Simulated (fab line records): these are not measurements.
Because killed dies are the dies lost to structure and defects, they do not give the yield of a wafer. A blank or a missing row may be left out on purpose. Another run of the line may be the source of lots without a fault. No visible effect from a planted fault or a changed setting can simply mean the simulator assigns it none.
Lot-split experiment -- flow n5Finfet -- 7 lots, 21 wafers read, on a route of 1938 steps

== THE SPLIT ITSELF ==
At N5_ZERO_LAYER_ETCH_18 (etches Si in HBr/Cl2, target depth 120 nm, time 40 s), the setting icpW was moved away from the recipe's 800 W on 7 of the 21 wafers read, by -14.4% to +13.4%. The other wafers ran this setting at the recipe's value.

The reading comes from the split's own step.

== THE READING ==
ZERO_LAYER.featureDepthNm (the simulator's own value, which no gauge read), in nm, at N5_ZERO_LAYER_ETCH_18 (etches Si in HBr/Cl2, target depth 120 nm, time 40 s). There is no usual value for it anywhere in the file. Across the 14 wafers here that went through the recipe, the average is 118.8 nm and the standard deviation 1.3 nm.

wafer,"tool, chamber at the split","icpW as run, W",against the recipe,"ZERO_LAYER.featureDepthNm, nm",against lot-mates on the recipe
L079.2,"rieSi-04, 0",800,recipe,118.6,-
L079.4,"rieSi-04, 2",800,recipe,119.6,-
L079.5,"rieSi-04, 0",890.9,+11.4%,124.4,+5.3
L080.1,"rieSi-05, 0",800,recipe,118.3,-
L080.2,"rieSi-05, 2",800,recipe,119.2,-
L080.6,"rieSi-05, 0",800,recipe,118,-
L082.2,"rieSi-06, 1",904,+13.0%,126.2,+3.9
L082.4,"rieSi-06, 2",800,recipe,122.3,-
L082.5,"rieSi-06, 0",904,+13.0%,125.1,+2.8
L084.1,"rieSi-04, 0",907,+13.4%,126.7,+7.2
L084.4,"rieSi-04, 2",800,recipe,119.7,-
L084.6,"rieSi-04, 3",800,recipe,119.3,-
L091.1,"rieSi-05, 1",712.1,-11.0%,113.2,-4.4
L091.3,"rieSi-05, 3",800,recipe,116.7,-
L091.4,"rieSi-05, 0",800,recipe,118.4,-
L092.1,"rieSi-05, 2",685.1,-14.4%,111.9,-7.0
L092.2,"rieSi-05, 1",685.1,-14.4%,111.8,-7.1
L092.5,"rieSi-05, 3",800,recipe,118.9,-
L097.2,"rieSi-04, 0",800,recipe,117,-
L097.5,"rieSi-04, 3",800,recipe,117.4,-
L097.6,"rieSi-04, 2",800,recipe,119.3,-

THE FIT
A straight line over all 21 wafers: ZERO_LAYER.featureDepthNm changes by +0.515 nm for each +1% of icpW; r = +0.96; the points scatter about the line by 1.2 nm.
The same after taking each lot's own level away (the mean of its wafers on the recipe; 21 wafers): +0.421 nm for each +1%; r = +0.96; scatter 1 nm.
On that fit, the largest move of icpW shifts the reading by 6 nm.
From 117.55 to 122.30 nm: that is the span of the lots' own levels, equal to 3.6 times the standard deviation above.
In other words, the slope is changed by the lot-to-lot level; the two fits disagree.
Check: with one of the wafers moved furthest among these (-14.4%) left out of the fit, the line predicts -5.99 nm for it against its lot-mates. Against them it came out at -7 nm.

== OTHER SPLITS APPLIED TO THESE WAFERS ==
Before the reading, these wafers also passed through other splits. Each is held against what the fit with the lots' levels taken away leaves over:
other split on the same wafers,wafers away from the commonest value,r with ZERO_LAYER.featureDepthNm (lot level and that fit taken away)
N5_ZERO_LAYER_EXPOSE_08 doseMj,7,+0.23

== THE WHOLE CHAIN: every reading that the file lists as answering this split, in the file's order ==
step,what it does,reading,change (the file's fit),r (the file's)
N5_ZERO_LAYER_ETCH_18,"etches Si in HBr/Cl2, target depth 120 nm, time 40 s","etch.depthNm (the simulator's own value, which no gauge read)",+0.435 nm for each +1% of the setting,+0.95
N5_ZERO_LAYER_ETCH_18,"etches Si in HBr/Cl2, target depth 120 nm, time 40 s","ZERO_LAYER.featureDepthNm (the simulator's own value, which no gauge read)",+0.435 nm for each +1% of the setting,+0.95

== FILE'S OWN FIT ==
ZERO_LAYER.featureDepthNm changes by +0.435 nm for each +1% of icpW, r = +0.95.
